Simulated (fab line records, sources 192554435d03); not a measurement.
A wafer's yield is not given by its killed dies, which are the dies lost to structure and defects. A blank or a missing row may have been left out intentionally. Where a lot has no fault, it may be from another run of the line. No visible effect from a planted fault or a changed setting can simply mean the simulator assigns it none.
Which tool did it? :: flow n5-finfet :: 10 lots with 30 wafers sampled at 6 steps, on a route of 1938 steps

WHAT EACH GAUGE READ, for each wafer
N5_BEOL_M5_INSPECT_13: inspects for defects (brightfield). Usual: raw-defect-count 412, standard deviation 98.
lot: L351
measured: day 7 16:17
on: defect-inspect-01
raw-defect-count: 391 417 470
flag: 

lot: L354
measured: day 8 09:04
on: defect-inspect-01
raw-defect-count: 350 412 366
flag: 

lot: L353
measured: day 9 04:59
on: defect-inspect-02
raw-defect-count: 310 389 413
flag: 

lot: L356
measured: day 9 16:26
on: defect-inspect-02
raw-defect-count: 289 255 255
flag: 

lot: L361
measured: day 10 17:17
on: defect-inspect-01
raw-defect-count: 589 507 605
flag: 

lot: L359
measured: day 10 20:58
on: defect-inspect-01
raw-defect-count: 555 380 369
flag: 

lot: L371
measured: day 13 01:40
on: defect-inspect-01
raw-defect-count: 722 858 757
flag: OFF

lot: L372
measured: day 13 14:47
on: defect-inspect-01
raw-defect-count: 770 768 664
flag: OFF

lot: L373
measured: day 13 18:16
on: defect-inspect-01
raw-defect-count: 279 295 312
flag: 

lot: L374
measured: day 13 22:12
on: defect-inspect-01
raw-defect-count: 413 338 381
flag: 

N5_BEOL_M5_INSPECT_30: inspects for defects (brightfield). Usual: raw-defect-count 413, standard deviation 95.
lot: L351
measured: day 7 17:09
on: defect-inspect-01
raw-defect-count: 382 418 500
flag: 

lot: L354
measured: day 8 09:56
on: defect-inspect-01
raw-defect-count: 364 417 383
flag: 

lot: L353
measured: day 9 06:46
on: defect-inspect-02
raw-defect-count: 319 389 429
flag: 

lot: L356
measured: day 9 18:29
on: defect-inspect-01
raw-defect-count: 313 270 264
flag: 

lot: L361
measured: day 10 19:48
on: defect-inspect-01
raw-defect-count: 578 507 592
flag: 

lot: L359
measured: day 11 00:26
on: defect-inspect-02
raw-defect-count: 525 341 319
flag: 

lot: L371
measured: day 13 03:42
on: defect-inspect-01
raw-defect-count: 701 865 760
flag: OFF

lot: L372
measured: day 13 16:49
on: defect-inspect-01
raw-defect-count: 804 755 629
flag: OFF

lot: L373
measured: day 13 20:44
on: defect-inspect-02
raw-defect-count: 271 296 298
flag: 

lot: L374
measured: day 13 23:40
on: defect-inspect-02
raw-defect-count: 373 322 355
flag: 

TOOL THAT RAN EACH LOT (tool first, then ch and the chambers of the sampled wafers, then the start)
lot: L351
N5_BEOL_M4_ANNEAL_95: pvd-sputter-02, day 7 12:32
N5_BEOL_M4_ANNEAL_51: rtp-anneal-01 ch 0, day 7 12:58
N5_BEOL_M4_DEP_57: pecvd-01 ch 0,2, day 7 13:57
N5_BEOL_M5_ILD_DEP_00: pecvd-02 ch 0,2, day 7 15:04

lot: L354
N5_BEOL_M4_ANNEAL_95: pvd-sputter-02, day 8 05:19
N5_BEOL_M4_ANNEAL_51: rtp-anneal-01 ch 0, day 8 05:39
N5_BEOL_M4_DEP_57: pecvd-03 ch 0,1, day 8 06:28
N5_BEOL_M5_ILD_DEP_00: pecvd-03 ch 0,1, day 8 07:34

lot: L353
N5_BEOL_M4_ANNEAL_95: pvd-sputter-03, day 9 01:31
N5_BEOL_M4_ANNEAL_51: rtp-anneal-02 ch 0, day 9 01:51
N5_BEOL_M4_DEP_57: pecvd-01 ch 0,1,2, day 9 02:38
N5_BEOL_M5_ILD_DEP_00: pecvd-02 ch 0,1,2, day 9 03:43

lot: L356
N5_BEOL_M4_ANNEAL_95: pvd-sputter-02, day 9 12:14
N5_BEOL_M4_ANNEAL_51: rtp-anneal-01 ch 0, day 9 12:37
N5_BEOL_M4_DEP_57: pecvd-04 ch 1, day 9 13:23
N5_BEOL_M5_ILD_DEP_00: pecvd-03 ch 0,1,2, day 9 14:29

lot: L361
N5_BEOL_M4_ANNEAL_95: pvd-sputter-02, day 10 13:16
N5_BEOL_M4_ANNEAL_51: rtp-anneal-01 ch 0, day 10 13:37
N5_BEOL_M4_DEP_57: pecvd-01 ch 0,2, day 10 14:25
N5_BEOL_M5_ILD_DEP_00: pecvd-02 ch 1,2, day 10 15:29

lot: L359
N5_BEOL_M4_ANNEAL_95: pvd-sputter-03, day 10 16:10
N5_BEOL_M4_ANNEAL_51: rtp-anneal-02 ch 0, day 10 16:53
N5_BEOL_M4_DEP_57: pecvd-03 ch 0,1, day 10 17:35
N5_BEOL_M5_ILD_DEP_00: pecvd-03 ch 0,2, day 10 18:40

lot: L371
N5_BEOL_M4_ANNEAL_95: pvd-sputter-02, day 12 20:56
N5_BEOL_M4_ANNEAL_51: rtp-anneal-02 ch 0, day 12 21:19
N5_BEOL_M4_DEP_57: pecvd-03 ch 1,2, day 12 22:03
N5_BEOL_M5_ILD_DEP_00: pecvd-03 ch 1,2, day 12 23:08

lot: L372
N5_BEOL_M4_ANNEAL_95: pvd-sputter-01, day 13 10:36
N5_BEOL_M4_ANNEAL_51: rtp-anneal-02 ch 0, day 13 11:04
N5_BEOL_M4_DEP_57: pecvd-04 ch 1,2, day 13 11:55
N5_BEOL_M5_ILD_DEP_00: pecvd-03 ch 0,2, day 13 13:00

lot: L373
N5_BEOL_M4_ANNEAL_95: pvd-sputter-03, day 13 13:33
N5_BEOL_M4_ANNEAL_51: rtp-anneal-01 ch 0, day 13 13:53
N5_BEOL_M4_DEP_57: pecvd-01 ch 0,1, day 13 14:40
N5_BEOL_M5_ILD_DEP_00: pecvd-01 ch 0,1,2, day 13 15:45

lot: L374
N5_BEOL_M4_ANNEAL_95: pvd-sputter-02, day 13 17:17
N5_BEOL_M4_ANNEAL_51: rtp-anneal-02 ch 0, day 13 18:16
N5_BEOL_M4_DEP_57: pecvd-04 ch 1,2, day 13 19:04
N5_BEOL_M5_ILD_DEP_00: pecvd-02 ch 0,1, day 13 20:08
- N5_BEOL_M4_ANNEAL_95: time 240 s.
- N5_BEOL_M4_ANNEAL_51: time 90 s.
- N5_BEOL_M4_DEP_57: deposits SiCN from 3MS/NH3, target thk 8 nm, time 14 s.
- N5_BEOL_M5_ILD_DEP_00: deposits SiCOH lowk from DEMS/porogen, target thk 140.64 nm, time 25.9 s.

WHAT THE TOOLS THEMSELVES READ (means of the sampled wafers that have a number; where no wafer has one, the mark that the record gives instead)
N5_BEOL_M4_ANNEAL_95. Usual: heater-power-w 820 W, standard deviation 60; susceptor_temp_C_max 400.9, standard deviation 0.44.
lot: L351
tool: pvd-sputter-02
heater-power-w (W): 847
susceptor_temp_C_max: 400.5
flag: 

lot: L354
tool: pvd-sputter-02
heater-power-w (W): 830
susceptor_temp_C_max: 400.4
flag: 

lot: L353
tool: pvd-sputter-03
heater-power-w (W): 805
susceptor_temp_C_max: 401.5
flag: 

lot: L356
tool: pvd-sputter-02
heater-power-w (W): 855
susceptor_temp_C_max: 400.2
flag: 

lot: L361
tool: pvd-sputter-02
heater-power-w (W): 842
susceptor_temp_C_max: 400.4
flag: 

lot: L359
tool: pvd-sputter-03
heater-power-w (W): 786
susceptor_temp_C_max: 401.0
flag: 

lot: L371
tool: pvd-sputter-02
heater-power-w (W): 834
susceptor_temp_C_max: 400.7
flag: 

lot: L372
tool: pvd-sputter-01
heater-power-w (W): 707
susceptor_temp_C_max: 400.9
flag: 

lot: L373
tool: pvd-sputter-03
heater-power-w (W): 776
susceptor_temp_C_max: 400.8
flag: 

lot: L374
tool: pvd-sputter-02
heater-power-w (W): 851
susceptor_temp_C_max: 400.5
flag: 

N5_BEOL_M4_ANNEAL_51. Usual: wafer_temp_C_max 226.0, standard deviation 0.36.
lot: L351
tool: rtp-anneal-01
wafer_temp_C_max: 226.3
flag: 

lot: L354
tool: rtp-anneal-01
wafer_temp_C_max: 226.3
flag: 

lot: L353
tool: rtp-anneal-02
wafer_temp_C_max: 226.0
flag: 

lot: L356
tool: rtp-anneal-01
wafer_temp_C_max: 226.7
flag: 

lot: L361
tool: rtp-anneal-01
wafer_temp_C_max: 226.0
flag: 

lot: L359
tool: rtp-anneal-02
wafer_temp_C_max: 225.6
flag: 

lot: L371
tool: rtp-anneal-02
wafer_temp_C_max: 225.8
flag: 

lot: L372
tool: rtp-anneal-02
wafer_temp_C_max: 225.8
flag: 

lot: L373
tool: rtp-anneal-01
wafer_temp_C_max: 226.5
flag: 

lot: L374
tool: rtp-anneal-02
wafer_temp_C_max: 225.9
flag: 

N5_BEOL_M4_DEP_57. Usual: showerhead-plenum-p-Torr 3.664 Torr, standard deviation 0.0088; showerhead-vpp-V 879 V, standard deviation 32; throttle-valve-pct 9.0 %, standard deviation 0.37.
lot: L351
tool: pecvd-01
showerhead-plenum-p-Torr (Torr): 3.670
showerhead-vpp-V (V): 883
throttle-valve-pct (%): 9.0
flag: 

lot: L354
tool: pecvd-03
showerhead-plenum-p-Torr (Torr): 3.662
showerhead-vpp-V (V): 903
throttle-valve-pct (%): 8.9
flag: 

lot: L353
tool: pecvd-01
showerhead-plenum-p-Torr (Torr): 3.672
showerhead-vpp-V (V): 892
throttle-valve-pct (%): 8.9
flag: 

lot: L356
tool: pecvd-04
showerhead-plenum-p-Torr (Torr): 3.657
showerhead-vpp-V (V): 892
throttle-valve-pct (%): 9.6
flag: 

lot: L361
tool: pecvd-01
showerhead-plenum-p-Torr (Torr): 3.663
showerhead-vpp-V (V): 897
throttle-valve-pct (%): 9.0
flag: 

lot: L359
tool: pecvd-03
showerhead-plenum-p-Torr (Torr): 3.661
showerhead-vpp-V (V): 906
throttle-valve-pct (%): 8.8
flag: 

lot: L371
tool: pecvd-03
showerhead-plenum-p-Torr (Torr): 3.652
showerhead-vpp-V (V): 829
throttle-valve-pct (%): 8.7
flag: 

lot: L372
tool: pecvd-04
showerhead-plenum-p-Torr (Torr): 3.665
showerhead-vpp-V (V): 897
throttle-valve-pct (%): 9.4
flag: 

lot: L373
tool: pecvd-01
showerhead-plenum-p-Torr (Torr): 3.668
showerhead-vpp-V (V): 900
throttle-valve-pct (%): 9.2
flag: 

lot: L374
tool: pecvd-04
showerhead-plenum-p-Torr (Torr): 3.668
showerhead-vpp-V (V): 885
throttle-valve-pct (%): 9.2
flag: 

N5_BEOL_M5_ILD_DEP_00. Usual: heater-power-w 262 W, standard deviation 44; showerhead-plenum-p-Torr 5.738 Torr, standard deviation 0.016; showerhead-vpp-V 1391 V, standard deviation 52; throttle-valve-pct 13.7 %, standard deviation 0.54.
lot: L351
tool: pecvd-02
heater-power-w (W): 302
showerhead-plenum-p-Torr (Torr): 5.731
showerhead-vpp-V (V): 1379
throttle-valve-pct (%): 14.0
flag: 

lot: L354
tool: pecvd-03
heater-power-w (W): 245
showerhead-plenum-p-Torr (Torr): 5.725
showerhead-vpp-V (V): 1415
throttle-valve-pct (%): 13.5
flag: 

lot: L353
tool: pecvd-02
heater-power-w (W): 295
showerhead-plenum-p-Torr (Torr): 5.742
showerhead-vpp-V (V): 1399
throttle-valve-pct (%): 13.8
flag: 

lot: L356
tool: pecvd-03
heater-power-w (W): 284
showerhead-plenum-p-Torr (Torr): 5.729
showerhead-vpp-V (V): 1351
throttle-valve-pct (%): 13.3
flag: 

lot: L361
tool: pecvd-02
heater-power-w (W): 285
showerhead-plenum-p-Torr (Torr): 5.751
showerhead-vpp-V (V): 1400
throttle-valve-pct (%): 13.7
flag: 

lot: L359
tool: pecvd-03
heater-power-w (W): 315
showerhead-plenum-p-Torr (Torr): 5.734
showerhead-vpp-V (V): 1368
throttle-valve-pct (%): 13.3
flag: 

lot: L371
tool: pecvd-03
heater-power-w (W): 254
showerhead-plenum-p-Torr (Torr): 5.740
showerhead-vpp-V (V): 1359
throttle-valve-pct (%): 13.2
flag: 

lot: L372
tool: pecvd-03
heater-power-w (W): 313
showerhead-plenum-p-Torr (Torr): 5.728
showerhead-vpp-V (V): 1308
throttle-valve-pct (%): 13.6
flag: 

lot: L373
tool: pecvd-01
heater-power-w (W): 202
showerhead-plenum-p-Torr (Torr): 5.749
showerhead-vpp-V (V): 1403
throttle-valve-pct (%): 13.8
flag: 

lot: L374
tool: pecvd-02
heater-power-w (W): 256
showerhead-plenum-p-Torr (Torr): 5.720
showerhead-vpp-V (V): 1400
throttle-valve-pct (%): 14.5
flag: 

THE ANSWER, worked out from the rows above alone
Rule: take the mean of a lot's wafers that have a number; if it is more than 3 standard deviations from the usual mean, the lot is off. Also off: a lot with no number at a reading for which 4 or more lots have one. Any other lot the step has rows for is counted as sound. Order of review: gauges by route order, followed by the tools' own readings, for which a lot's mean as printed above is used. At the first step where some lot is off, the reading lying furthest off is the one used; lots without a number count as furthest.
Off, at N5_BEOL_M5_INSPECT_13 on raw-defect-count: L371, L372.
If a tool, at a process step before that reading, ran all the lots that are off and no sound lot after the first of them, it fits. The gauges at N5_BEOL_M5_INSPECT_13 are tried like those tools. One fits: pecvd-03 at N5_BEOL_M5_ILD_DEP_00. A fault onset in the window from L359 (day 10 18:40, its last sound lot) to L371 (day 12 23:08, its first lot off) fits.

WHAT THE SIMULATOR HAD PUT IN
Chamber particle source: pecvd-03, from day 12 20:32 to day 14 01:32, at N5_BEOL_M5_ILD_DEP_00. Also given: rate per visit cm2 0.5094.
Lots struck among those shown: L371, L372. The rule above reached the same finding.
